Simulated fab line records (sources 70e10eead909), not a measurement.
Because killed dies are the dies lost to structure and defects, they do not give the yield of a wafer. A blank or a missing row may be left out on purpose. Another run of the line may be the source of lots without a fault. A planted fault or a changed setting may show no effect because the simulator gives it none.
Struck lot and sound lot, side by side || flow nandHarc || 39 steps out of a route of 1302
Sound: the wafers L276.2, L276.5, L276.6. Struck: wafer L272.1 (L272.3, L272.4, from the same lot, were not struck and are left out); the cause is given at the end.
At each step with rows: each side's tool, then ch and its chambers, then its first start. Under that, the readings that differ: sound wafers || struck wafers || difference of the means || sigmas: that difference in standard deviations of wafers without a fault.
alike: same words and numbers on both sides, and readings whose means sit less than 2 such deviations apart. not compared: any withheld reading, any reading some wafer has no value for, any bound like >300 that may hide the same value, and any number with overlapping values for which the record gives no deviation.
Wherever a step has rows on one side only, a row that says differs or no value, or a row with sigmas, the two part there. Non-overlapping numbers with no deviation appear without sigmas and do not part them. Lack of a reading on every wafer of one side parts them only where that side has two or more wafers.

NHARC_P_M0_CD_MEAS_09: target cd 90 nm.
  sound on cdSem-03 ch 0, day 12 12:11; struck on cdSem-01 ch 0, day 10 15:13
  alike: cdNm
NHARC_P_M0_OVL_MEAS_10: pitch 180 nm.
  sound on overlay-02, day 12 12:16; struck on overlay-02, day 10 15:19
{"reading": "overlayXNm (nm)", "sound": "-1.4 -0.4 -1.0", "struck": 2.2, "difference": "+3.1", "sigmas": "+4"}
  alike: overlayYNm
NHARC_P_M0_INSPECT_11:
  sound on defectInspect-01, day 12 12:18; struck on defectInspect-02, day 10 15:20
  alike: rawDefectCount
then, 2 steps without rows for these wafers: NHARC_P_M0_DESCUM_14 (chemistry O2, time 3 s); NHARC_P_M0_ETCH_34 (etches the open film in N2/H2, target depth 40 nm, overetch 12 nm, time 43.94 s).
NHARC_P_M0_ETCH_15: etches the open film in C4F8/Ar, target depth 150 nm, overetch 15 nm, time 82.5 s.
  sound on rieDiel-04 ch 0,2,3; struck on rieDiel-04 ch 3
  alike: oesProductAu, rfFwdPowerW, rfVppV
  not compared: rfHoursCounterH
NHARC_P_M0_CD_MEAS_16:
  sound on cdSem-02, day 12 12:40; struck on cdSem-03, day 10 15:42
  alike: cdNm
NHARC_P_M0_STRIP_18: strips in N2/H2.
  sound on rieDiel-04 ch 2,3, day 12 12:44; struck on rieDiel-04 ch 2, day 10 15:47
  alike: drypumpMotorCurrentA, oesProductAu, rfFwdPowerW, rfVppV, showerheadPlenumPTorr, throttleValvePct
  not compared: rfHoursCounterH
then, 1 step without rows for these wafers: NHARC_P_M0_STRIP_19 (strips in post etch residue remover, time 600 s).
NHARC_P_M0_DEGAS_28: time 60 s.
  sound on pvdSputter-01, day 12 13:17; struck on pvdSputter-02, day 10 16:19
  alike: heaterPowerW
NHARC_P_M0_PRE_CLEAN_29: time 30 s.
  sound on pvdSputter-01; struck on pvdSputter-02
  alike: heaterPowerW
NHARC_P_M0_PVD_20: deposits TaN, target thk 5 nm, time 8.06 s.
  sound on pvdSputter-01; struck on pvdSputter-02
  alike: throttleValvePct
NHARC_P_M0_PVD_21: deposits Cu, target thk 30 nm, time 20.49 s.
  sound on pvdSputter-01, day 12 13:32; struck on pvdSputter-02, day 10 16:33
  alike: throttleValvePct
then, 16 steps without rows for these wafers: NHARC_P_M0_ECD_22 (material Cu, target thk 400 nm); NHARC_P_M0_ANNEAL_30 (time 90 s); NHARC_P_M0_CMP_23 (polishes, t overpolish 20 s, target thk 117.54 nm); NHARC_P_M0_SRD_25; NHARC_P_M0_PRE_CLEAN_31 (time 12 s); NHARC_P_M0_DEP_32 (deposits SiCN, target thk 30 nm); NHARC_P_M1_DEP_00 (deposits SiOC, target thk 182.5 nm); NHARC_P_M1_DEHYDRATE_01 (time 120 s); NHARC_P_M1_HMDS_02 (time 30 s); NHARC_P_M1_COAT_34 (time 65 s); NHARC_P_M1_COAT_03 (resist thk 90 nm); NHARC_P_M1_SOFTBAKE_04 (time 55 s); NHARC_P_M1_EBR_05; NHARC_P_M1_EXPOSE_06 (exposes mask P M1, target cd 130 nm); NHARC_P_M1_PEB_07 (peb time 65 s); NHARC_P_M1_DEVELOP_08 (develop time 35 s).
NHARC_P_M1_CD_MEAS_09: target cd 130 nm.
  sound on cdSem-02 ch 0, day 12 16:05; struck on cdSem-02 ch 0, day 10 19:23
{"reading": "cdNm (nm)", "sound": "129.2 129.8 129.4", "struck": 130.6, "difference": "+1.1", "sigmas": "+2"}
NHARC_P_M1_OVL_MEAS_10: pitch 260 nm.
  sound on overlay-01, day 12 16:10; struck on overlay-02, day 10 19:29
{"reading": "overlayYNm (nm)", "sound": "-1.0 -0.4 -1.0", "struck": 1.1, "difference": "+1.9", "sigmas": "+2"}
  alike: overlayXNm
then, 3 steps without rows for these wafers: NHARC_P_M1_DESCUM_14 (chemistry O2, time 3 s); NHARC_P_M1_ETCH_35 (etches the open film in N2/H2, target depth 40 nm, overetch 12 nm, time 43.94 s); NHARC_P_M1_ETCH_15 (etches the open film in C4F8/Ar, target depth 182.5 nm, time 91.2 s).
NHARC_P_M1_CD_MEAS_16:
  sound on cdSem-01, day 12 16:34; struck on cdSem-02, day 10 19:53
  alike: cdNm
then, 3 steps without rows for these wafers: NHARC_P_M1_STRIP_18 (strips in N2/H2); NHARC_P_M1_ETCH_28 (etches the open film in CF4/N2, target depth 30 nm, time 72.99 s); NHARC_P_M1_STRIP_19 (strips in post etch residue remover, time 600 s).
-- jump in the record: it breaks off in module P_M1 and resumes in module END (first step shown: number 1302 of the route), and 18 days separate the struck wafers' starts before and after --
NHARC_END_SORT_01:
  sound on prober-02 ch 0, day 30 13:04; struck on prober-01 ch 0, day 28 20:34
{"reading": "defectLimitedYield (%)", "sound": "90.7 87.7 91.3", "struck": 79.2, "difference": -10.7, "sigmas": -4}
{"reading": "killedAtPeriphery", "sound": "5 2 5", "struck": 97, "difference": "+93", "sigmas": "+37"}
{"reading": "killedDies", "sound": "63 83 59", "struck": 141, "difference": "+73", "sigmas": "+5"}
{"reading": "sort_bin_2_pct (%)", "sound": "3.7 4.4 4.1", "struck": 9.0, "difference": "+4.9", "sigmas": "+4"}
{"reading": "sort_bin_3_pct (%)", "sound": "0.4 1.0 0.9", "struck": 5.2, "difference": "+4.4", "sigmas": "+14"}
{"reading": "sortNPass", "sound": "614 594 618", "struck": 536, "difference": -73, "sigmas": -5}
{"reading": "sortYieldPct (%)", "sound": "90.7 87.7 91.3", "struck": 79.2, "difference": -10.7, "sigmas": -4}
  alike: killedAtArray, killedAtOther, killedOpen, killedShort, sort_bin_4_pct, sortRimYieldPct

== WHERE THEY PART ==
Earliest at NHARC_P_M0_OVL_MEAS_10; latest, in this record, at NHARC_END_SORT_01.

WHY: the cause the simulator had injected
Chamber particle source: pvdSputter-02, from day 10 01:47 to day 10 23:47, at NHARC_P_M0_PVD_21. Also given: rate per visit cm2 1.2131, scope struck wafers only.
